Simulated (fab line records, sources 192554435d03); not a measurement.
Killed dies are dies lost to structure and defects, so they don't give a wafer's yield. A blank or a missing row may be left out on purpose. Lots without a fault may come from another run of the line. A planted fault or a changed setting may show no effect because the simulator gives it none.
fab line records | flow n5_finfet | part 2 of 2: steps 23 to 31 of 31
record lots=5 wafers=15 last_day=17
route steps=1938 shown BEOL_M8@1354
lots that met no fault: from a run of the same line without faults
start_h: hours from the record's first day to the start of the lot's first wafer shown | wait_h: hours since the lot's step before | " the same as in the row above | L1.1+2: a row that stands for several wafers | - no value, or no start given | * or withheld: withheld | < > ~ a bound
route shown NAME@n: a module of which the file shows steps, and the number in the route of the first | usual: mean/standard deviation of fault-free wafers | same: alike in all rows | chamber/n: place in a boat | sites: the reading at each site | _std_site: their standard deviation | _edge_site: outer sites' mean less inner sites' | radius_mm: how far each site lies from the wafer's centre | mask NAME#n: copy n | behind: the tool/chamber that last shaped the wafer | hold: why the lot was held/for how many hours/how that ended | device: the transistor (n, p or np) that didn't switch | end of line: the same wafers' tests at the end of the route | a step without rows: its recipe alone | killed: dies lost to structure and defects at the first sort, not the wafer's yield | map: a wafer's dies, x killed, . not, _ none there
set.NAME: the setting as run; set.NAME@STEP: as run at that earlier step | model.NAME: the simulator's own value behind a step, which no gauge read
lots at some steps of the route; a table a step, a row a wafer
services: from which hour (start_h, from the record's first day; less than 0 if before it) a tool's chamber was out of use, for how many hours, and why
## steps
# step N5_BEOL_M8_STRIP_36
# recipe chemistry=N2/H2 power_w=450 temp_c=40 pressure_mtorr=20 rf_frequency_hz=6e+07 overash_fraction=0.3 bias_power_w=7 h2_frac=0.5 n2_flow_sccm=200 h2_flow_sccm=200
# usual drypump_motor_current_A=5.9/0.49 oes_product_au=0.79/0.077 rf_vpp_V=59.4/1.5 showerhead_plenum_p_Torr=2.59/0.083 throttle_valve_pct=23.5/0.48
# columns lot.wafer tool chamber start_h wait_h drypump_motor_current_A oes_product_au rf_hours_counter_h rf_vpp_V showerhead_plenum_p_Torr throttle_valve_pct
L075.2 rie_diel-04 2 224.50 0.0 6.2 0.79 105 58.5 2.69 23.7
L075.3 " 1 " " 5.8 0.68 247 56.6 2.62 23.7
L075.5 " 0 " " 5.0 0.84 - 59.9 2.44 23.3
L085.2 rie_diel-05 2 272.97 0.0 5.4 0.80 109 57.4 2.46 23.3
L085.5 " 3 " " 5.9 0.69 - 59.7 2.58 22.7
L085.6 " 0 " " 6.2 0.83 - 57.3 2.65 23.0
L088.3 rie_diel-05 1 281.21 0.0 5.9 0.72 187 58.3 2.63 24.2
L088.4 " 0 " " 6.2 0.83 71 62.2 2.65 23.0
L088.6 " 1 " " 5.8 0.71 - 61.9 2.63 24.2
L086.2 rie_diel-05 0 284.58 0.0 6.2 0.82 72 57.1 2.65 23.0
L086.4 " 3 " " 5.9 0.69 246 60.1 2.58 22.7
L086.6 " 0 " " 6.2 0.83 - 62.4 2.65 23.0
L094.3 rie_diel-06 0 332.50 0.0 6.3 0.68 249 57.4 2.61 24.1
L094.4 " 3 " " 5.1 0.71 229 60.2 2.63 24.0
L094.6 " 1 " " 6.5 0.78 - 60.4 2.65 23.4
# step N5_BEOL_M8_TRENCH_ETCH_37
# recipe chemistry=C4F6/O2 target_depth_a=934.78 target=SiCOH_lowk time_s=31.2 ion_energy_ev=250 pressure_mtorr=30 source_w=345 bias_w=185 Ar_flow_sccm=300 C4F6_flow_sccm=10 O2_flow_sccm=10
# usual drypump_motor_current_A=5.9/0.5 oes_product_au=0.79/0.072 rf_vpp_V=669/13 showerhead_plenum_p_Torr=2.90/0.08 throttle_valve_pct=20.9/0.34
# columns lot.wafer tool chamber start_h wait_h drypump_motor_current_A oes_product_au rf_hours_counter_h rf_vpp_V showerhead_plenum_p_Torr throttle_valve_pct
L075.2 rie_diel-04 2 - - 6.3 0.79 105 662 2.99 21.0
L075.3 " 1 " " 5.8 0.66 247 661 2.92 20.8
L075.5 " 0 " " 5.0 0.85 - 664 2.78 21.2
L085.2 rie_diel-05 2 - - 5.4 0.81 109 678 2.75 20.6
L085.5 " 3 " " 5.9 0.70 - 665 2.90 20.5
L085.6 " 0 " " 6.2 0.83 - 660 2.98 20.5
L088.3 rie_diel-05 1 - - 5.8 0.72 187 671 2.96 21.5
L088.4 " 0 " " 6.2 0.82 71 661 2.98 20.5
L088.6 " 1 " " 5.8 0.72 - 669 2.96 21.5
L086.2 rie_diel-05 0 - - 6.2 0.82 72 659 2.98 20.6
L086.4 " 3 " " 5.8 0.69 246 664 2.90 20.5
L086.6 " 0 " " 6.2 0.81 - 660 2.98 20.5
L094.3 rie_diel-06 0 - - 6.3 0.68 249 705 2.93 21.3
L094.4 " 3 " " 5.1 0.70 229 672 2.91 20.9
L094.6 " 1 " " 6.5 0.79 - 652 2.98 20.9
# step N5_BEOL_M8_ETCH_41
# recipe chemistry=CH3F/O2 target=SiCN target_depth_a=319 taper_deg=2 time_s=57.8 ion_energy_ev=120 mask_material=TiN pressure_mtorr=30 source_w=395 bias_w=75 Ar_flow_sccm=150 CH3F_flow_sccm=30 O2_flow_sccm=20
# usual CH3F_flow_sccm=30.00/0.097 drypump_motor_current_A=5.9/0.49 oes_product_au=0.79/0.072 rf_vpp_V=298.3/1.4 showerhead_plenum_p_Torr=2.04/0.059 throttle_valve_pct=16.3/0.32
# columns lot.wafer tool chamber start_h wait_h CH3F_flow_sccm drypump_motor_current_A oes_product_au rf_hours_counter_h rf_vpp_V showerhead_plenum_p_Torr throttle_valve_pct
L075.2 rie_diel-04 2 - - 30.29 6.3 0.79 105 299.5 2.11 16.4
L075.3 " 1 " " 29.91 5.8 0.66 247 300.0 2.05 16.3
L075.5 " 0 " " 29.97 5.0 0.85 - 297.4 1.95 16.5
L085.2 rie_diel-05 2 - - 30.00 5.4 0.80 109 297.3 1.93 16.1
L085.5 " 3 " " 30.15 5.8 0.70 - 300.3 2.05 16.1
L085.6 " 0 " " 30.04 6.2 0.82 - 299.7 2.10 16.0
L088.3 rie_diel-05 1 - - 29.93 5.8 0.72 187 299.1 2.09 16.9
L088.4 " 0 " " 30.00 6.2 0.82 71 299.8 2.10 16.0
L088.6 " 1 " " 29.95 5.8 0.72 - 299.1 2.09 16.9
L086.2 rie_diel-05 0 - - 30.09 6.2 0.81 72 299.3 2.10 16.0
L086.4 " 3 " " 29.89 5.8 0.69 246 299.7 2.05 16.1
L086.6 " 0 " " 29.95 6.2 0.82 - 299.3 2.10 16.0
L094.3 rie_diel-06 0 - - 29.86 6.3 0.69 249 299.0 2.06 16.7
L094.4 " 3 " " 30.02 5.0 0.71 229 297.8 2.05 16.3
L094.6 " 1 " " 29.94 6.5 0.79 - 299.7 2.10 16.3
# step N5_BEOL_M8_STRIP_80
# recipe chemistry=N2/H2 time_s=10 power_w=450 temp_c=40 pressure_mtorr=20 rf_frequency_hz=6e+07 bias_power_w=7 n2_flow_sccm=200 h2_flow_sccm=200
# usual drypump_motor_current_A=5.9/0.49 oes_product_au=0.79/0.077 rf_vpp_V=59.3/0.93 showerhead_plenum_p_Torr=2.59/0.083 throttle_valve_pct=23.5/0.48
# columns lot.wafer tool chamber start_h wait_h drypump_motor_current_A oes_product_au rf_hours_counter_h rf_vpp_V showerhead_plenum_p_Torr throttle_valve_pct
L075.2 rie_diel-04 2 - - 6.3 0.80 105 59.1 2.69 23.7
L075.3 " 1 " " 5.8 0.68 247 58.0 2.62 23.7
L075.5 " 0 " " 5.0 0.85 - 59.5 2.44 23.3
L085.2 rie_diel-05 2 - - 5.4 0.79 109 59.7 2.46 23.3
L085.5 " 3 " " 5.9 0.69 - 60.3 2.58 22.7
L085.6 " 0 " " 6.2 0.84 - 60.9 2.65 23.0
L088.3 rie_diel-05 1 - - 5.8 0.72 187 59.3 2.63 24.2
L088.4 " 0 " " 6.2 0.83 71 60.6 2.65 23.0
L088.6 " 1 " " 5.8 0.72 - 59.7 2.63 24.2
L086.2 rie_diel-05 0 - - 6.2 0.83 72 60.6 2.65 23.0
L086.4 " 3 " " 5.9 0.69 246 60.3 2.58 22.7
L086.6 " 0 " " 6.2 0.83 - 59.6 2.65 23.0
L094.3 rie_diel-06 0 - - 6.4 0.68 249 59.1 2.61 24.1
L094.4 " 3 " " 5.0 0.71 229 58.4 2.63 24.0
L094.6 " 1 " " 6.5 0.80 - 59.2 2.65 23.4
# step N5_BEOL_M8_OCD_MEAS_38
# usual trench_depth_nm=93.6/1.9
# columns lot.wafer tool chamber start_h wait_h trench_depth_nm
L075.2 ocd-01 - 224.70 - 94.9
L075.3 " - " " 89.5
L075.5 " - " " 93.4
L085.2 ocd-01 - 273.17 - 95.1
L085.5 " - " " 92.4
L085.6 " - " " 92.7
L088.3 ocd-02 - 281.41 - 94.1
L088.4 " - " " 91.1
L088.6 " - " " 93.6
L086.2 ocd-01 - 284.78 - 91.7
L086.4 " - " " 92.2
L086.6 " - " " 92.4
L094.3 ocd-01 - 332.70 - 91.9
L094.4 " - " " 92.4
L094.6 " - " " 97.1
# step N5_BEOL_M8_HM_STRIP_39
# recipe chemistry=peroxide_tin_strip material=TiN target_depth_a=250 temp_c=50 time_s=158
# columns lot.wafer tool chamber start_h wait_h
L075.2+3+5 wet_bench-04 6,7,2 224.73 0.0
L085.2+5+6 wet_bench-04 2,1,5 273.20 0.0
L088.3+4+6 wet_bench-04 7,4,2 281.44 0.0
L086.2+4+6 wet_bench-06 5,6,1 284.81 0.0
L094.3+4+6 wet_bench-04 7,2,6 332.73 0.0
# step N5_BEOL_M8_SRD_40
# recipe time_s=30 temp_c=23 rinse_liquid=diw dry=ipa_marangoni
# usual do_supply_ppb=10.00/0.1
# columns lot.wafer tool chamber start_h wait_h do_supply_ppb
L075.2 wet_bench-04 6 224.78 0.0 10.03
L075.3 " 7 " " 10.13
L075.5 " 2 " " 10.02
L085.2 wet_bench-04 2 273.25 0.0 9.93
L085.5 " 1 " " 10.17
L085.6 " 5 " " 10.20
L088.3 wet_bench-04 7 281.49 0.0 9.91
L088.4 " 4 " " 9.84
L088.6 " 2 " " 9.96
L086.2 wet_bench-06 5 284.86 0.0 9.80
L086.4 " 6 " " 10.09
L086.6 " 1 " " 10.08
L094.3 wet_bench-04 7 332.77 0.0 10.01
L094.4 " 2 " " 10.01
L094.6 " 6 " " 10.03
# step N5_BEOL_M8_PRECLEAN_42
# recipe chemistry=residue_remover time_s=60 temp_c=40
# columns lot.wafer tool chamber start_h wait_h
L075.2+3+5 wet_bench-04 6,7,2 224.80 0.0
L085.2+5+6 wet_bench-04 2,1,5 273.26 0.0
L088.3+4+6 wet_bench-04 7,4,2 281.50 0.0
L086.2+4+6 wet_bench-06 5,6,1 284.87 0.0
L094.3+4+6 wet_bench-04 7,2,6 332.79 0.0
# step N5_BEOL_M8_SRD_43
# recipe time_s=30 temp_c=23 rinse_liquid=diw dry=ipa_marangoni
# usual do_supply_ppb=10.01/0.097
# columns lot.wafer tool chamber start_h wait_h do_supply_ppb
L075.2 wet_bench-04 6 224.82 0.0 10.02
L075.3 " 7 " " 10.17
L075.5 " 2 " " 10.22
L085.2 wet_bench-04 2 273.28 0.0 9.84
L085.5 " 1 " " 9.97
L085.6 " 5 " " 9.87
L088.3 wet_bench-04 7 281.52 0.0 9.91
L088.4 " 4 " " 10.08
L088.6 " 2 " " 9.89
L086.2 wet_bench-06 5 284.89 0.0 10.07
L086.4 " 6 " " 9.93
L086.6 " 1 " " 10.12
L094.3 wet_bench-04 7 332.81 0.0 10.07
L094.4 " 2 " " 10.05
L094.6 " 6 " " 9.90
## services
# columns tool chamber start_h hours kind
euv_scanner-01 - 208.98 1.0 pm
euv_scanner-02 - 211.96 1.0 pm
euv_scanner-01 - 212.97 4.6 pm
euv_scanner-02 - 227.91 5.8 pm
rie_diel-04 1 235.11 - clean
rie_diel-04 1 235.11 - consumable_replace:focus_ring
rie_diel-04 1 235.11 19.4 scheduled_down
euv_scanner-01 - 265.13 1.0 pm
euv_scanner-02 - 268.14 1.0 pm
rie_diel-06 0 268.22 15.3 repair
euv_scanner-02 - 273.51 4.6 pm
rie_diel-06 2 293.88 4.3 repair
rie_diel-05 3 296.99 - clean
rie_diel-05 3 296.99 - consumable_replace:focus_ring
rie_diel-05 3 296.99 14.1 scheduled_down
rie_diel-05 3 296.99 14.1 vent_cycle
rie_diel-05 2 297.03 9.6 repair
wet_bench-06 - 303.61 1.2 repair
rie_diel-06 2 304.45 10.4 repair
euv_scanner-01 - 307.83 2.1 repair
euv_scanner-01 - 315.23 1.0 repair
euv_scanner-01 - 319.47 2.1 repair
euv_scanner-01 - 321.61 1.0 pm
euv_scanner-02 - 324.26 1.0 pm
